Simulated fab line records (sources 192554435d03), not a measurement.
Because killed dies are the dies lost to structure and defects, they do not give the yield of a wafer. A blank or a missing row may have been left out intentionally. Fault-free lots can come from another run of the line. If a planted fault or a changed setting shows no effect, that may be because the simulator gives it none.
Which tool is to blame?	flow n5-finfet	24 lots with 72 wafers sampled at 6 steps, on a route of 1938 steps

WHAT EACH GAUGE READ, for each wafer
N5_BEOL_M6_CD_MEAS_35: target cd 40 nm, target cd y 28 nm.
lot	measured	on	cd-nm (nm)
L074	day 8 14:07	cd-sem-03	40.1 39.7 39.7
L075	day 9 02:03	cd-sem-03	39.6 40.3 39.5
L076	day 9 04:22	cd-sem-01	39.2 39.5 39.6
L077	day 9 12:25	cd-sem-02	39.8 39.9 39.8
L078	day 9 15:35	cd-sem-03	40.5 40.1 40.1
L079	day 9 21:38	cd-sem-03	40.1 39.6 39.2
L080	day 10 05:05	cd-sem-02	39.8 40.5 40.4
L082	day 10 13:56	cd-sem-01	40.6 39.6 39.7
L081	day 10 15:41	cd-sem-03	39.9 40.1 39.8
L083	day 10 15:49	cd-sem-01	40.3 40.4 40.7
L084	day 10 18:41	cd-sem-03	39.7 40.4 40.9
L085	day 11 10:20	cd-sem-02	39.8 40.6 40.4
L086	day 11 18:29	cd-sem-02	41.0 40.8 41.2
L088	day 11 20:28	cd-sem-02	41.2 40.9 40.8
L087	day 11 21:07	cd-sem-03	40.6 39.9 40.0
L089	day 12 17:02	cd-sem-01	40.0 40.4 40.2
L090	day 13 02:32	cd-sem-02	39.2 40.5 40.1
L091	day 13 02:35	cd-sem-03	39.8 40.4 39.8
L092	day 13 05:40	cd-sem-03	39.5 39.7 39.7
L093	day 13 06:11	cd-sem-01	40.3 40.8 40.0
L094	day 13 17:14	cd-sem-01	40.7 40.2 40.4
L095	day 13 19:23	cd-sem-02	40.1 40.5 40.4
L097	day 14 08:32	cd-sem-01	39.5 40.9 39.9
L096	day 14 11:53	cd-sem-01	38.9 39.9 39.3

N5_BEOL_M7_CD_MEAS_35: the cd target is 40 nm.
lot	measured	on	cd-nm (nm)
L074	day 8 21:15	cd-sem-02	39.8 39.7 39.8
L075	day 9 11:32	cd-sem-01	39.9 39.7 39.3
L076	day 9 13:01	cd-sem-02	39.9 40.0 39.4
L077	day 9 21:41	cd-sem-02	40.7 39.5 39.6
L078	day 9 23:16	cd-sem-01	40.1 39.2 39.1
L079	day 10 06:10	cd-sem-02	38.9 39.1 39.9
L080	day 10 10:46	cd-sem-01	40.1 40.1 40.1
L082	day 10 20:37	cd-sem-02	39.1 39.9 39.9
L081	day 10 23:18	cd-sem-02	40.1 40.1 39.9
L083	day 10 23:28	cd-sem-03	40.1 40.4 40.4
L084	day 11 04:34	cd-sem-03	40.3 40.6 40.4
L085	day 11 19:35	cd-sem-02	40.2 40.3 40.7
L086	day 12 02:41	cd-sem-01	39.9 39.5 39.9
L088	day 12 02:39	cd-sem-03	39.5 39.1 40.1
L087	day 12 04:35	cd-sem-01	39.5 39.4 38.7
L089	day 13 02:29	cd-sem-02	40.1 40.0 40.6
L090	day 13 08:09	cd-sem-03	40.1 40.2 40.6
L091	day 13 10:10	cd-sem-01	40.7 40.3 39.9
L092	day 13 14:38	cd-sem-01	39.3 39.9 39.3
L093	day 13 14:13	cd-sem-03	40.5 40.5 39.8
L094	day 14 02:23	cd-sem-02	39.5 39.8 39.8
L095	day 14 02:26	cd-sem-01	39.7 39.8 40.6
L097	day 14 17:09	cd-sem-03	39.9 39.5 39.8
L096	day 14 21:10	cd-sem-02	40.1 39.7 39.8

EACH LOT AND THE TOOL THAT RAN IT (in order: tool; ch and the chambers of the sampled wafers; start)
lot	N5_BEOL_M6_STRIP_80	N5_BEOL_M6_SPUTTER_48	N5_BEOL_M6_CMP_52	N5_BEOL_M7_ETCH_65
L074	rie-diel-04 ch 0,3, day 8 14:07 or earlier	pvd-sputter-03, day 8 15:23	cmp-01 ch 0,1, day 8 15:56	rie-diel-06 ch 0,3, day 8 20:43
L075	rie-diel-01 ch 1,2,3, day 9 02:03 or earlier	pvd-sputter-01, day 9 03:47	cmp-01 ch 0,1,3, day 9 04:23	rie-diel-05 ch 0,2,3, day 9 11:01
L076	rie-diel-04 ch 2,3, day 9 04:22 or earlier	pvd-sputter-03, day 9 08:07	cmp-03 ch 0,1,2, day 9 08:44	rie-diel-03 ch 0,2,3, day 9 12:29
L077	rie-diel-02 ch 1,3, day 9 12:25 or earlier	pvd-sputter-03, day 9 15:32	cmp-03 ch 0,2,3, day 9 16:08	rie-diel-06 ch 0,2,3, day 9 21:09
L078	rie-diel-02 ch 0,2, day 9 15:35 or earlier	pvd-sputter-02, day 9 17:08	cmp-04 ch 1,2, day 9 17:40	rie-diel-06 ch 0,1, day 9 22:44
L079	rie-diel-01 ch 0,1, day 9 21:38 or earlier	pvd-sputter-01, day 9 23:20	cmp-03 ch 0,1, day 9 23:53	rie-diel-05 ch 0,1,3, day 10 05:39
L080	rie-diel-01 ch 0,2,3, day 10 05:05 or earlier	pvd-sputter-03, day 10 06:01	cmp-01 ch 1,2,3, day 10 06:34	rie-diel-03 ch 0,1,2, day 10 10:14
L082	rie-diel-01 ch 1,3, day 10 13:56 or earlier	pvd-sputter-02, day 10 15:37	cmp-03 ch 2,3, day 10 16:15	rie-diel-05 ch 0,3, day 10 20:05
L081	rie-diel-02 ch 1,2, day 10 15:41 or earlier	pvd-sputter-02, day 10 17:56	cmp-01 ch 0,1, day 10 18:26	rie-diel-03 ch 0,2, day 10 22:46
L083	rie-diel-01 ch 0,3, day 10 15:49 or earlier	pvd-sputter-02, day 10 18:46	cmp-04 ch 1,2,3, day 10 19:32	rie-diel-06 ch 0,2,3, day 10 22:56
L084	rie-diel-04 ch 0,2, day 10 18:41 or earlier	pvd-sputter-01, day 10 20:11	cmp-01 ch 0,2,3, day 10 21:35	rie-diel-06 ch 0,1,3, day 11 04:01
L085	rie-diel-01 ch 1,2,3, day 11 10:20 or earlier	pvd-sputter-03, day 11 14:50	cmp-03 ch 0,1,3, day 11 15:20	rie-diel-06 ch 0,1,3, day 11 19:02
L086	rie-diel-01 ch 0,2,3, day 11 18:29 or earlier	pvd-sputter-03, day 11 19:38	cmp-01 ch 0,1,3, day 11 20:08	rie-diel-05 ch 0,1,2, day 12 02:10
L088	rie-diel-02 ch 0,2,3, day 11 20:28 or earlier	pvd-sputter-01, day 11 22:30	cmp-03 ch 1,2,3, day 11 23:03	rie-diel-03 ch 0,2,3, day 12 02:07
L087	rie-diel-02 ch 1,2,3, day 11 21:07 or earlier	pvd-sputter-01, day 11 23:28	cmp-01 ch 0,1,2, day 12 00:05	rie-diel-03 ch 1,2, day 12 04:02
L089	rie-diel-04 ch 1,2, day 12 17:02 or earlier	pvd-sputter-01, day 12 19:14	cmp-01 ch 0,2,3, day 12 20:04	rie-diel-06 ch 1,2, day 13 01:57
L090	rie-diel-02 ch 0,1, day 13 02:32 or earlier	pvd-sputter-02, day 13 03:43	cmp-04 ch 1,3, day 13 04:50	rie-diel-03 ch 0,2,3, day 13 07:37
L091	rie-diel-04 ch 0,1,2, day 13 02:35 or earlier	pvd-sputter-03, day 13 03:48	cmp-03 ch 0,3, day 13 05:18	rie-diel-03 ch 0,2, day 13 09:37
L092	rie-diel-01 ch 0,3, day 13 05:40 or earlier	pvd-sputter-01, day 13 06:49	cmp-04 ch 2,3, day 13 07:50	rie-diel-06 ch 1,2, day 13 14:06
L093	rie-diel-02 ch 0,1,3, day 13 06:11 or earlier	pvd-sputter-01, day 13 07:31	cmp-01 ch 0,3, day 13 08:57	rie-diel-03 ch 1,2,3, day 13 13:41
L094	rie-diel-04 ch 1,2,3, day 13 17:14 or earlier	pvd-sputter-01, day 13 20:22	cmp-01 ch 0,1,3, day 13 21:05	rie-diel-05 ch 0,1,2, day 14 01:51
L095	rie-diel-04 ch 1,2, day 13 19:23 or earlier	pvd-sputter-03, day 13 21:15	cmp-04 ch 0,2, day 13 21:46	rie-diel-06 ch 1,2,3, day 14 01:53
L097	rie-diel-02 ch 0,3, day 14 08:32 or earlier	pvd-sputter-01, day 14 11:14	cmp-03 ch 0,1,3, day 14 12:05	rie-diel-03 ch 0,1,3, day 14 16:31
L096	rie-diel-01 ch 1,3, day 14 11:53 or earlier	pvd-sputter-01, day 14 14:41	cmp-01 ch 1,3, day 14 15:25	rie-diel-03 ch 1,3, day 14 20:38
- N5_BEOL_M6_STRIP_80: strips in N2/H2, time 10 s.
- N5_BEOL_M6_SPUTTER_48: material Cu, target thk 10 nm, time 1.667 s.
- N5_BEOL_M6_CMP_52: polishes, stops on SiCOH lowk, t overpolish 6.9 s, target thk 80 nm.
- N5_BEOL_M7_ETCH_65: etches SiARC in CF4, target depth 15.6 nm, time 26 s.

AS READ BY THE TOOLS THEMSELVES (means over the sampled wafers that have a number; for cases with no such wafer, the mark the record gives instead)
N5_BEOL_M6_STRIP_80.
lot	tool	drypump-motor-current-A (A)	oes-product-au (a.u.)	rf-vpp-V (V)	showerhead-plenum-p-Torr (Torr)	throttle-valve-pct (%)
L074	rie-diel-04	5.5	0.87	60.0	2.58	23.8
L075	rie-diel-01	6.0	0.83	60.0	2.60	23.7
L076	rie-diel-04	5.6	0.87	58.6	2.59	24.1
L077	rie-diel-02	5.2	0.84	58.5	2.50	23.3
L078	rie-diel-02	5.4	0.73	59.0	2.48	23.8
L079	rie-diel-01	6.0	0.89	58.7	2.54	23.5
L080	rie-diel-01	5.9	0.88	59.6	2.65	23.5
L082	rie-diel-01	6.2	0.78	58.9	2.59	24.1
L081	rie-diel-02	5.1	0.77	58.8	2.44	23.7
L083	rie-diel-01	6.1	0.83	58.8	2.64	24.0
L084	rie-diel-04	5.6	0.88	58.9	2.58	24.0
L085	rie-diel-01	6.0	0.80	59.3	2.59	23.7
L086	rie-diel-01	5.9	0.86	59.3	2.64	23.6
L088	rie-diel-02	5.2	0.72	59.9	2.48	23.8
L087	rie-diel-02	5.1	0.76	58.8	2.47	23.7
L089	rie-diel-04	5.3	0.89	58.3	2.55	24.0
L090	rie-diel-02	5.5	0.76	59.0	2.49	23.5
L091	rie-diel-04	5.3	0.87	58.5	2.55	23.8
L092	rie-diel-01	6.0	0.85	60.4	2.60	23.7
L093	rie-diel-02	5.3	0.76	58.8	2.50	23.6
L094	rie-diel-04	5.3	0.84	59.1	2.54	23.8
L095	rie-diel-04	5.1	0.90	59.0	2.51	23.6
L097	rie-diel-02	5.1	0.71	58.6	2.51	23.8
L096	rie-diel-01	6.2	0.75	58.4	2.57	24.2

N5_BEOL_M6_SPUTTER_48.
lot	tool	bias-v (V)	throttle-valve-pct (%)
L074	pvd-sputter-03	60.6	29.6
L075	pvd-sputter-01	59.6	28.7
L076	pvd-sputter-03	59.8	29.2
L077	pvd-sputter-03	59.7	29.7
L078	pvd-sputter-02	59.7	29.5
L079	pvd-sputter-01	59.5	29.5
L080	pvd-sputter-03	60.1	29.6
L082	pvd-sputter-02	59.7	29.7
L081	pvd-sputter-02	60.7	29.5
L083	pvd-sputter-02	59.9	29.6
L084	pvd-sputter-01	60.1	29.8
L085	pvd-sputter-03	59.6	29.2
L086	pvd-sputter-03	60.7	29.7
L088	pvd-sputter-01	60.0	29.4
L087	pvd-sputter-01	60.3	30.0
L089	pvd-sputter-01	60.4	30.1
L090	pvd-sputter-02	60.4	29.0
L091	pvd-sputter-03	59.6	29.4
L092	pvd-sputter-01	60.4	30.0
L093	pvd-sputter-01	59.6	30.2
L094	pvd-sputter-01	60.0	30.1
L095	pvd-sputter-03	59.7	29.6
L097	pvd-sputter-01	59.5	28.5
L096	pvd-sputter-01	60.6	29.6

N5_BEOL_M6_CMP_52.
lot	tool	barrier-field-endpoint-s (s)	motor-current-A (A)	overpolish-run-s (s)	retaining-ring-pressure-frac	time-to-endpoint-s (s)
L074	cmp-01	30.0	6.2	6.900	1.001	63.5
L075	cmp-01	29.7	6.0	6.895	0.996	65.6
L076	cmp-03	29.0	6.2	6.905	1.006	61.0
L077	cmp-03	29.5	6.2	6.905	0.999	59.9
L078	cmp-04	29.0	6.5	6.896	0.999	63.6
L079	cmp-03	28.9	6.9	6.906	1.000	57.5
L080	cmp-01	29.4	6.2	6.896	1.004	64.4
L082	cmp-03	29.1	5.8	6.902	1.002	61.8
L081	cmp-01	28.6	6.3	6.908	0.997	62.6
L083	cmp-04	29.0	6.1	6.908	0.999	65.8
L084	cmp-01	29.3	6.7	6.903	0.998	62.1
L085	cmp-03	28.2	6.5	6.899	1.002	59.3
L086	cmp-01	28.9	5.9	6.900	0.996	58.5
L088	cmp-03	28.6	6.1	6.897	0.999	61.1
L087	cmp-01	29.4	6.7	6.913	1.002	64.0
L089	cmp-01	28.7	6.8	6.892	0.997	61.0
L090	cmp-04	29.4	6.3	6.892	1.000	61.1
L091	cmp-03	29.5	6.7	6.906	1.005	62.3
L092	cmp-04	29.8	6.2	6.898	0.997	60.9
L093	cmp-01	28.9	6.4	6.890	1.000	61.6
L094	cmp-01	28.5	6.4	6.891	0.998	57.8
L095	cmp-04	28.9	6.3	6.901	0.999	62.9
L097	cmp-03	29.6	6.5	6.895	1.001	62.5
L096	cmp-01	28.7	5.7	6.900	0.997	62.1

N5_BEOL_M7_ETCH_65.
lot	tool	drypump-motor-current-A (A)	etch-rf-on-time-s (s)	oes-product-au (a.u.)	rf-vpp-V (V)	showerhead-plenum-p-Torr (Torr)	throttle-valve-pct (%)
L074	rie-diel-06	5.9	25.7	0.69	183.8	2.10	15.67
L075	rie-diel-05	5.6	26.1	0.62	184.7	2.16	15.67
L076	rie-diel-03	5.1	26.2	0.71	183.7	2.16	15.40
L077	rie-diel-06	6.0	26.0	0.67	183.6	2.10	15.73
L078	rie-diel-06	5.4	26.3	0.70	183.4	2.14	15.72
L079	rie-diel-05	5.4	26.2	0.69	185.5	2.21	15.57
L080	rie-diel-03	5.1	26.6	0.66	184.7	2.17	15.49
L082	rie-diel-05	5.4	26.4	0.62	184.5	2.19	15.60
L081	rie-diel-03	5.0	26.2	0.72	183.6	2.14	15.28
L083	rie-diel-06	6.0	25.9	0.67	182.6	2.10	15.75
L084	rie-diel-06	5.8	25.9	0.69	183.4	2.13	15.65
L085	rie-diel-06	5.9	25.9	0.69	182.9	2.13	15.66
L086	rie-diel-05	5.6	26.0	0.73	184.2	2.17	15.53
L088	rie-diel-03	5.1	26.2	0.68	183.8	2.15	15.44
L087	rie-diel-03	4.9	26.6	0.70	184.2	2.13	15.32
L089	rie-diel-06	5.6	26.5	0.64	185.1	2.10	15.91
L090	rie-diel-03	5.1	26.1	0.67	183.9	2.15	15.47
L091	rie-diel-03	5.0	26.4	0.69	183.7	2.13	15.31
L092	rie-diel-06	5.4	26.1	0.67	184.4	2.13	15.83
L093	rie-diel-03	5.0	26.3	0.67	184.5	2.15	15.48
L094	rie-diel-05	5.6	25.9	0.71	184.5	2.17	15.57
L095	rie-diel-06	5.9	26.1	0.66	184.2	2.13	15.75
L097	rie-diel-03	5.2	26.7	0.61	184.9	2.18	15.69
L096	rie-diel-03	5.1	26.6	0.64	184.6	2.17	15.64

THE ANSWER, worked out from the rows above alone
Rule: the lots themselves supply what counts as usual. The widest of any qualifying gaps counts: lots, ordered by their means at a reading, are off when they make up no more than a third of the lots, leave a main group of 4 or more, and stand apart from it by 3 or more times the standard deviation of that group's means. If all means in a main group match to the digits the tables above print for the reading, that group is not used. A lot without any number at a reading at which 4 lots or more have one is off too. Where the step has rows for the other lots, those lots are counted as sound. First the gauges in route order, then the tools' own readings, where a lot's mean is used as printed above. At the first step where some lot is off, the reading lying furthest off is the one used; lots without a number count as furthest.
Nothing can be told from this: no lot is off at any reading shown.

WHAT THE SIMULATOR PUT IN
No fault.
